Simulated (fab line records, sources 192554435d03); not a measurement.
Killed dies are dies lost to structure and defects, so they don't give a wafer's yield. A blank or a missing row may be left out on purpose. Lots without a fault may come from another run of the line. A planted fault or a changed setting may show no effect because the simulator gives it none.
fab line records | flow n5_finfet
record lots=7 wafers=20 last_day=18
route steps=1938 shown GATE_CUT@498 BEOL_M4@1111
lots that met no fault: from a run of the same line without faults
start_h: hours from the record's first day to the start of the lot's first wafer shown | wait_h: hours since the lot's step before | " the same as in the row above | L1.1+2: a row that stands for several wafers | - no value, or no start given | * or withheld: withheld | < > ~ a bound
route shown NAME@n: a module of which the file shows steps, and the number in the route of the first | usual: mean/standard deviation of fault-free wafers | same: alike in all rows | chamber/n: place in a boat | sites: the reading at each site | _std_site: their standard deviation | _edge_site: outer sites' mean less inner sites' | radius_mm: how far each site lies from the wafer's centre | mask NAME#n: copy n | behind: the tool/chamber that last shaped the wafer | hold: why the lot was held/for how many hours/how that ended | device: the transistor (n, p or np) that didn't switch | end of line: the same wafers' tests at the end of the route | a step without rows: its recipe alone | killed: dies lost to structure and defects at the first sort, not the wafer's yield | map: a wafer's dies, x killed, . not, _ none there
set.NAME: the setting as run; set.NAME@STEP: as run at that earlier step | model.NAME: the simulator's own value behind a step, which no gauge read
lots at some steps of the route; a table a step, a row a wafer
services: from which hour (start_h, from the record's first day; less than 0 if before it) a tool's chamber was out of use, for how many hours, and why
## steps
# step N5_GATE_CUT_STRIP_42
# recipe chemistry=O2 power_w=400 temp_c=40 pressure_mtorr=30 rf_frequency_hz=6e+07 bias_power_w=0 overash_fraction=0.3 o2_flow_sccm=225
# step N5_GATE_CUT_ETCH_19
# recipe chemistry=CH3F/O2 target=SiNx mask_material=SiO2 target_depth_a=537 time_s=76.7 pressure_mtorr=30 source_w=395 bias_w=73 Ar_flow_sccm=150 CH3F_flow_sccm=30 O2_flow_sccm=20 ion_energy_ev=120 ends=cleared
# usual O2_flow_sccm=20.00/0.054 drypump_motor_current_A=5.52/0.28 etch_rf_on_time_s=76.7/1.1 oes_product_au=0.66/0.059 rf_vpp_V=298/3.2 showerhead_plenum_p_Torr=1.99/0.066 throttle_valve_pct=16.32/0.25
# columns lot.wafer tool chamber start_h wait_h O2_flow_sccm drypump_motor_current_A etch_rf_on_time_s oes_product_au rf_hours_counter_h rf_vpp_V showerhead_plenum_p_Torr throttle_valve_pct
L937.1 rie_diel-06 3 103.34 0.0 20.03 5.07 76.6 0.63 189 298 1.90 16.31
L937.4 " 1 " " 19.94 5.96 74.6 0.83 4 297 2.05 15.98
L937.5 " 3 " " 19.97 5.06 77.6 0.63 - 298 1.90 16.33
L938.1 rie_diel-03 2 109.31 0.0 20.07 5.34 77.1 0.65 148 301 2.01 16.81
L938.3 " 1 " " 20.00 5.20 77.3 0.68 114 294 1.86 16.10
L938.4 " 3 " " 20.00 5.69 77.7 0.61 202 300 1.98 16.58
L944.3 rie_diel-06 1 146.42 0.0 19.99 5.96 74.0 0.79 17 298 2.04 16.01
L944.4 " 2 " " 20.03 5.95 76.5 0.68 98 301 2.09 16.01
L944.6 " 2 " " 19.98 5.91 76.3 0.69 - 303 2.09 16.02
L945.3 rie_diel-03 0 157.11 0.0 20.04 5.58 78.0 0.62 192 291 1.99 16.25
L945.5 " 0 " " 20.05 5.57 77.9 0.63 - 290 1.99 16.26
L946.2 rie_diel-01 2 160.29 0.0 20.04 5.69 76.8 0.61 205 301 1.99 16.54
L946.3 " 0 " " 20.05 5.06 76.0 0.72 68 300 2.03 16.47
L946.6 " 3 " " 20.03 5.67 75.4 0.67 - 296 1.94 16.07
L953.1 rie_diel-01 0 196.88 0.0 20.05 5.08 76.0 0.70 77 300 2.02 16.48
L953.2 " 1 " " 19.97 5.59 77.3 0.61 214 297 2.06 16.42
L953.4 " 2 " " 20.03 5.70 77.0 0.61 215 300 1.98 16.55
L956.4 rie_diel-03 0 213.20 0.0 20.02 5.56 77.8 0.62 208 291 1.98 16.28
L956.5 " 3 " " 20.01 5.69 78.1 0.59 - 298 1.97 16.65
L956.6 " 0 " " 19.98 5.58 78.7 0.60 - 292 1.98 16.29
# step N5_GATE_CUT_CUT_ETCH_53
# recipe chemistry=SF6/Cl2 target=W mask_material=SiO2 target_depth_a=792 pressure_mtorr=8 icp_w=900 bias_w=80 SF6_flow_sccm=40 Cl2_flow_sccm=60 ends=cleared
# step N5_GATE_CUT_CUT_ETCH_54
# recipe chemistry=Cl2/BCl3 target=TiN mask_material=SiO2 target_depth_a=967 pressure_mtorr=10 icp_w=1000 bias_w=126 Cl2_flow_sccm=53.25 bcl3_flow_sccm=21.75 Ar_flow_sccm=25 ends=cleared
# usual drypump_motor_current_A=5.5/0.4 etch_rf_on_time_s=36.7/0.55 oes_product_au=0.70/0.089 throttle_valve_pct=22.38/0.26
# columns lot.wafer tool chamber start_h wait_h drypump_motor_current_A etch_rf_on_time_s oes_product_au rf_hours_counter_h throttle_valve_pct
L937.1 rie_metal-02 0 103.50 0.0 5.4 36.7 0.64 81 22.16
L937.4 " 0 " " 5.4 36.6 0.64 - 22.16
L937.5 " 1 " " 5.1 36.9 0.71 - 22.66
L938.1 rie_metal-01 1 109.48 0.0 5.5 37.3 0.58 96 22.79
L938.3 " 1 " " 5.5 37.3 0.59 - 22.78
L938.4 " 0 " " 6.0 36.5 0.64 - 22.21
L944.3 rie_metal-03 1 146.68 0.1 5.3 37.3 0.82 - 22.15
L944.4 " 1 " " 5.3 36.9 0.82 - 22.15
L944.6 " 1 " " 5.3 37.1 0.82 - 22.16
L945.3 rie_metal-02 0 157.30 0.0 5.3 36.0 0.64 - 22.17
L945.5 " 0 " " 5.4 36.5 0.64 - 22.17
L946.2 rie_metal-02 0 160.46 0.0 5.4 36.0 0.65 86 22.15
L946.3 " 0 " " 5.4 36.3 0.64 - 22.17
L946.6 " 1 " " 5.1 36.6 0.70 - 22.67
L953.1 rie_metal-02 0 197.05 0.0 5.4 36.4 0.62 90 22.17
L953.2 " 1 " " 5.1 36.8 0.69 44 22.67
L953.4 " 1 " " 5.1 37.1 0.68 - 22.68
L956.4 rie_metal-01 0 213.39 0.0 6.0 36.6 0.63 - 22.25
L956.5 " 1 " " 5.5 37.4 0.57 - 22.82
L956.6 " 0 " " 6.0 36.7 0.63 - 22.25
# step N5_GATE_CUT_CUT_ETCH_55
# recipe chemistry=BCl3 target=HfO2 mask_material=SiO2 target_depth_a=32 ion_energy_ev=30 pressure_mtorr=5 icp_w=450 bias_w=18 bcl3_flow_sccm=80
# usual drypump_motor_current_A=5.5/0.4 oes_product_au=0.77/0.099 throttle_valve_pct=33.2/0.38
# columns lot.wafer tool chamber start_h wait_h drypump_motor_current_A oes_product_au rf_hours_counter_h throttle_valve_pct
L937.1 rie_metal-02 0 103.56 0.0 5.4 0.70 81 33.0
L937.4 " 0 " " 5.4 0.71 - 33.0
L937.5 " 1 " " 5.1 0.79 - 33.6
L938.1 rie_metal-01 1 109.54 0.0 5.5 0.65 96 33.6
L938.3 " 1 " " 5.5 0.66 - 33.7
L938.4 " 0 " " 6.0 0.71 - 32.8
L944.3 rie_metal-03 1 146.78 0.1 5.3 0.91 - 32.7
L944.4 " 1 " " 5.3 0.91 - 32.7
L944.6 " 1 " " 5.3 0.91 - 32.7
L945.3 rie_metal-02 0 157.35 0.0 5.4 0.70 - 33.0
L945.5 " 0 " " 5.4 0.70 - 33.0
L946.2 rie_metal-02 0 160.52 0.0 5.3 0.70 86 33.0
L946.3 " 0 " " 5.4 0.70 - 33.0
L946.6 " 1 " " 5.1 0.78 - 33.7
L953.1 rie_metal-02 0 197.11 0.0 5.4 0.70 90 33.0
L953.2 " 1 " " 5.1 0.77 44 33.7
L953.4 " 1 " " 5.1 0.77 - 33.7
L956.4 rie_metal-01 0 213.44 0.0 6.0 0.69 - 32.8
L956.5 " 1 " " 5.5 0.64 - 33.7
L956.6 " 0 " " 6.0 0.68 - 32.8
# step N5_GATE_CUT_ETCH_47
# recipe chemistry=Cl2/BCl3 target=SiO2 target_depth_a=100 pressure_mtorr=10 icp_w=1000 bias_w=126 Cl2_flow_sccm=53.25 bcl3_flow_sccm=21.75 Ar_flow_sccm=25
# step N5_GATE_CUT_VAPOR_ETCH_48
# recipe chemistry=BCl3/Cl2 target=TiN mode=isotropic
# usual drypump_motor_current_A=5.5/0.4 oes_product_au=0.77/0.097
# columns lot.wafer tool chamber start_h wait_h drypump_motor_current_A oes_product_au
L937.1 rie_metal-02 0 103.62 0.0 5.4 0.71
L937.4 " 0 " " 5.4 0.71
L937.5 " 1 " " 5.1 0.79
L938.1 rie_metal-01 1 109.60 0.0 5.5 0.65
L938.3 " 1 " " 5.5 0.66
L938.4 " 0 " " 5.9 0.71
L944.3 rie_metal-03 1 146.90 0.1 5.3 0.90
L944.4 " 1 " " 5.3 0.91
L944.6 " 1 " " 5.2 0.91
L945.3 rie_metal-02 0 157.41 0.0 5.4 0.70
L945.5 " 0 " " 5.4 0.70
L946.2 rie_metal-02 0 160.58 0.0 5.4 0.70
L946.3 " 0 " " 5.4 0.70
L946.6 " 1 " " 5.1 0.77
L953.1 rie_metal-02 0 197.17 0.0 5.4 0.70
L953.2 " 1 " " 5.1 0.77
L953.4 " 1 " " 5.1 0.76
L956.4 rie_metal-01 0 213.50 0.0 6.0 0.69
L956.5 " 1 " " 5.5 0.64
L956.6 " 0 " " 6.0 0.69
# step N5_GATE_CUT_VAPOR_ETCH_49
# recipe chemistry=BCl3/Cl2 target=TiAlC mode=isotropic
# usual drypump_motor_current_A=5.5/0.4 oes_product_au=0.77/0.097
# columns lot.wafer tool chamber start_h wait_h drypump_motor_current_A oes_product_au
L937.1 rie_metal-02 0 103.65 0.0 5.4 0.71
L937.4 " 0 " " 5.4 0.71
L937.5 " 1 " " 5.1 0.79
L938.1 rie_metal-01 1 109.63 0.0 5.5 0.65
L938.3 " 1 " " 5.5 0.65
L938.4 " 0 " " 6.0 0.71
L944.3 rie_metal-03 1 146.96 0.1 5.3 0.91
L944.4 " 1 " " 5.3 0.92
L944.6 " 1 " " 5.3 0.92
L945.3 rie_metal-02 0 157.44 0.0 5.3 0.69
L945.5 " 0 " " 5.3 0.69
L946.2 rie_metal-02 0 160.61 0.0 5.4 0.69
L946.3 " 0 " " 5.4 0.70
L946.6 " 1 " " 5.1 0.77
L953.1 rie_metal-02 0 197.20 0.0 5.3 0.69
L953.2 " 1 " " 5.1 0.76
L953.4 " 1 " " 5.1 0.76
L956.4 rie_metal-01 0 213.53 0.0 5.9 0.69
L956.5 " 1 " " 5.5 0.63
L956.6 " 0 " " 5.9 0.69
# step N5_GATE_CUT_VAPOR_ETCH_51
# recipe chemistry=BCl3/Cl2 target=HfO2 mode=isotropic
# step N5_GATE_CUT_STRIP_21
# recipe chemistry=N2/H2 time_s=30 power_w=1000 temp_c=250 pressure_mtorr=withheld n2_flow_sccm=1750 h2_flow_sccm=3250
# step N5_GATE_CUT_STRIP_29
# recipe chemistry=post_etch_residue_remover time_s=60 temp_c=25 remover_ph=withheld remover_water_wt_pct=withheld remover_fluoride_wt_pct=withheld
# step N5_GATE_CUT_SRD_52
# recipe dry=ipa_marangoni time_s=30 temp_c=23 rinse_liquid=diw
# step N5_GATE_CUT_ALD_22
# recipe material=SiNx target_thk_a=160 temp_c=400 ald_precursor_family=SiH2I2 ald_co_reactant=N2/H2-plasma pulse_time_s=1 ald_cycles=320 purge_time_s=2 co_reactant_purge_time_s=2 pressure_torr=2
# usual ald_cycles=320/0 heater_power_w=852/100 precursor_pulse_height_rel=0.999/0.019
# columns lot.wafer tool chamber start_h wait_h ald_cycles heater_power_w precursor_pulse_height_rel model.SiNx_of_GATE_CUT_ALD_22.thk_nm
L937.1 ald_sin-01 3 103.89 0.0 320 780 1.004 16
L937.4 " 2 " " 320 833 1.005 16
L937.5 " 3 " " 320 774 1.020 16
L938.1 ald_sin-03 3 109.86 0.0 320 1007 0.967 16
L938.3 " 0 " " 320 749 0.987 16
L938.4 " 2 " " 320 913 0.989 16
L944.3 ald_sin-01 3 147.24 0.0 505 780 0.978 25.4
L944.4 " 0 " " 320 766 1.007 16.2
L944.6 " 2 " " 320 807 1.017 16.2
L945.3 ald_sin-01 1 158.82 1.2 505 929 0.986 25.2
L945.5 " 3 " " 505 798 1.017 25.2
L946.2 ald_sin-01 1 160.85 0.0 320 909 1.004 16.2
L946.3 " 3 " " 505 787 0.988 25.2
L946.6 " 3 " " 320 788 0.978 16
L953.1 ald_sin-02 3 197.80 0.4 320 961 0.991 16
L953.2 " 0 " " 320 735 1.015 16
L953.4 " 2 " " 320 961 0.973 16
L956.4 ald_sin-02 1 213.76 0.0 320 874 1.000 15.8
L956.5 " 2 " " 320 991 1.024 16
L956.6 " 3 " " 320 989 0.990 16
# step N5_GATE_CUT_CMP_23
# recipe stop_on=SiO2 t_overpolish_s=23.4 post_cmp_clean=alkaline_brush down_force_psi=2.5 platen_rpm=51.8 pad_velocity_m_s=1.0307 target_thk_nm=16
# usual motor_current_A=9.2/0.71 slurry_flow_ml_min=150.0/0.45 time_to_endpoint_s=19.2/1.7
# columns lot.wafer tool chamber start_h wait_h motor_current_A slurry_flow_ml_min time_to_endpoint_s model.SiNx_of_GATE_CUT_ALD_22.thk_nm
L937.1 cmp-03 1 105.38 0.8 9.7 150.2 17.9 16
L937.4 " 0 " " 9.5 149.9 15.0 16
L937.5 " 1 " " 9.3 150.1 17.3 16
L938.1 cmp-01 1 111.35 0.8 9.7 150.3 17.5 16
L938.3 " 3 " " 7.6 149.4 17.3 16
L938.4 " 0 " " 8.8 150.0 16.8 16
L944.3 cmp-03 3 148.74 0.8 9.5 150.0 30.6 15.8
L944.4 " 2 " " 10.2 150.1 17.0 16.2
L944.6 " 0 " " 10.4 150.1 17.6 16.2
L945.3 cmp-04 3 160.35 0.8 8.6 149.9 28.8 16
L945.5 " 2 " " 10.0 150.3 31.8 15.2
L946.3 cmp-01 3 162.34 0.8 7.8 149.8 30.4 16.6
L946.2 " 0 " " 8.7 150.7 19.7 16.2
L946.6 " 0 " " 8.4 150.0 18.9 16
L953.1 cmp-03 3 199.32 0.8 9.1 150.1 17.6 16
L953.4 " 0 " " 9.7 149.8 18.3 16
L953.2 " 1 " " 9.5 150.2 19.4 16
L956.4 cmp-01 3 215.32 0.8 7.2 150.3 19.0 15.8
L956.5 " 1 " " 9.9 150.2 19.4 16
L956.6 " 2 " " 8.3 149.2 21.7 16
# step N5_GATE_CUT_THK_MEAS_24
# recipe reads=SiO2_of_GATE_CUT_HM_DEP_46+SiO2_flowable_of_ILD0_FCVD_FILL_01
# usual GC_FILL_THK=220.2/1.6
# columns lot.wafer tool chamber start_h wait_h GC_FILL_THK[nm]
L937.1 film_metro-01 - 105.68 - 217.2
L937.4 " - " " 220.0
L937.5 " - " " 221.7
L938.1 film_metro-02 - 111.64 - 219.9
L938.3 " - " " 218.3
L938.4 " - " " 220.4
L944.3 film_metro-01 - 149.04 - 222.3
L944.4 " - " " 222.5
L944.6 " - " " 221.1
L945.3 film_metro-01 - 160.61 - 222.1
L945.5 " - " " 222.3
L946.2 film_metro-01 - 162.63 - 214.9
L946.3 " - " " 219.0
L946.6 " - " " 218.7
L953.1 film_metro-01 - 199.62 - 219.8
L953.2 " - " " 218.8
L953.4 " - " " 220.9
L956.4 film_metro-02 - 215.54 - 220.5
L956.5 " - " " 221.3
L956.6 " - " " 222.8
# step N5_BEOL_M4_RC_MEAS_101
# usual DIBL_N=35.9/1.3 DIBL_P=35.9/1.5 IOFF_N=0.152/0.023 IOFF_P=0.204/0.027 ION_N=673/9.2 ION_P=462/6.7 SS_N=71.4/0.48 SS_P=73.2/0.55 VT_N=250.3/2.6 VT_P=-250.6/3
# columns lot.wafer tool chamber start_h wait_h DIBL_N[mV/V] DIBL_P[mV/V] IOFF_N[nA/um] IOFF_P[nA/um] ION_N[uA/um] ION_P[uA/um] SS_N[mV/dec] SS_P[mV/dec] VT_N[mV] VT_P[mV]
L937.1 prober-02 0 210.24 0.0 35.9 36.7 0.157 0.184 676 454 70.9 73.6 250.0 -255.3
L937.4 " 0 " " 35.6 36.1 0.153 0.183 677 455 71.4 73.0 249.8 -253.7
L937.5 " 0 " " 34.1 34.7 0.131 0.165 657 451 70.7 73.4 253.1 -255.4
L938.1 prober-01 0 213.05 0.0 35.6 35.9 0.123 0.171 667 460 70.5 73.1 254.2 -253.6
L938.3 " 0 " " 36.8 37.1 0.144 0.203 658 457 70.9 73.4 252.0 -251.7
L938.4 " 0 " " 35.9 36.0 0.131 0.174 670 456 70.7 73.5 253.7 -253.1
L944.3 prober-02 0 248.27 0.6 37.8 37.5 0.194 0.215 682 459 71.8 73.4 248.2 -251.7
L944.4 " 0 " " 36.9 36.7 0.181 0.212 683 466 71.5 73.0 246.0 -252.6
L944.6 " 0 " " 38.6 38.7 0.214 0.243 680 460 71.8 73.5 245.5 -249.2
L946.2 prober-01 0 249.32 0.2 33.1 32.3 0.133 0.194 660 466 71.9 73.0 252.7 -250.9
L946.3 " 0 " " 34.5 33.5 0.151 0.209 674 466 71.0 74.4 249.7 -248.4
L946.6 " 0 " " 33.1 31.6 0.129 0.186 667 460 70.5 73.0 251.7 -251.0
L945.3 prober-01 0 266.58 0.3 34.2 35.6 0.142 0.205 672 459 71.3 72.9 250.4 -249.3
L945.5 " 0 " " 33.9 35.4 0.142 0.196 677 463 71.2 72.7 251.2 -248.4
L953.1 prober-01 0 305.26 0.0 35.4 35.3 0.154 0.214 675 465 71.7 73.1 248.0 -249.2
L953.2 " 0 " " 36.3 36.9 0.172 0.224 682 472 72.2 73.2 248.7 -248.2
L953.4 " 0 " " 35.1 35.6 0.152 0.211 676 466 71.2 73.2 249.4 -248.7
L956.4 prober-01 0 332.40 0.5 36.9 34.6 0.139 0.201 657 458 71.7 73.5 253.3 -251.9
L956.5 " 0 " " 36.5 35.2 0.141 0.211 654 458 71.0 73.9 253.8 -252.1
L956.6 " 0 " " 38.6 37.2 0.187 0.241 672 462 71.9 74.0 249.5 -250.9
## services
# columns tool chamber start_h hours kind
ald_sin-01 - 83.81 14.6 pm
cmp-04 - 84.86 0.3 repair
cmp-04 - 87.41 1.7 repair
rie_diel-03 3 91.98 1.4 repair
rie_metal-01 - 94.29 1.1 repair
rie_diel-03 - 110.52 4.3 pm
cmp-01 - 122.00 5.7 pm
rie_diel-03 0 122.22 3.0 repair
rie_diel-03 0 125.87 9.6 repair
rie_diel-01 0 135.30 1.6 repair
cmp-04 - 136.09 0.9 repair
ald_sin-03 2 138.47 10.7 repair
rie_metal-03 0 144.49 3.8 repair
rie_diel-06 2 146.56 6.0 repair
rie_diel-03 2 152.31 9.3 repair
cmp-03 - 156.16 4.0 pm
ald_sin-02 - 166.41 0.8 pm
rie_diel-03 1 174.66 6.3 repair
ald_sin-03 - 177.34 14.0 pm
cmp-01 - 195.17 1.2 repair
rie_metal-03 - 195.67 0.3 repair
rie_metal-02 0 208.70 9.6 repair
cmp-03 - 209.79 0.4 repair
rie_diel-01 0 210.39 10.2 repair
## key
first_sign step=N5_GATE_CUT_ALD_22 reading=ald_cycles direction=up sigmas=99+ usual=* struck=*
effect step=N5_GATE_CUT_CMP_23 reading=time_to_endpoint_s direction=up sigmas=6.8 usual=* struck=*
model_effect step=N5_GATE_CUT_ALD_22 value=SiNx_of_GATE_CUT_ALD_22.thk_nm without=16.05 struck=25.25
model_effect step=N5_GATE_CUT_CMP_23 value=SiNx_of_GATE_CUT_ALD_22.thk_nm without=16.05 struck=15.9
met_at N5_GATE_CUT_ALD_22
struck_wafers L944.3,L945.3,L945.5,L946.3
onset_between 103.89 147.24
fault kind=process_parameter_drift tool=ald_sin-01 chamber=- onset_h=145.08 steps=N5_GATE_CUT_ALD_22 channel=ald_cycles offset=* shape=step end_h=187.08 scope=struck_wafers_only acts_in=* stated=*
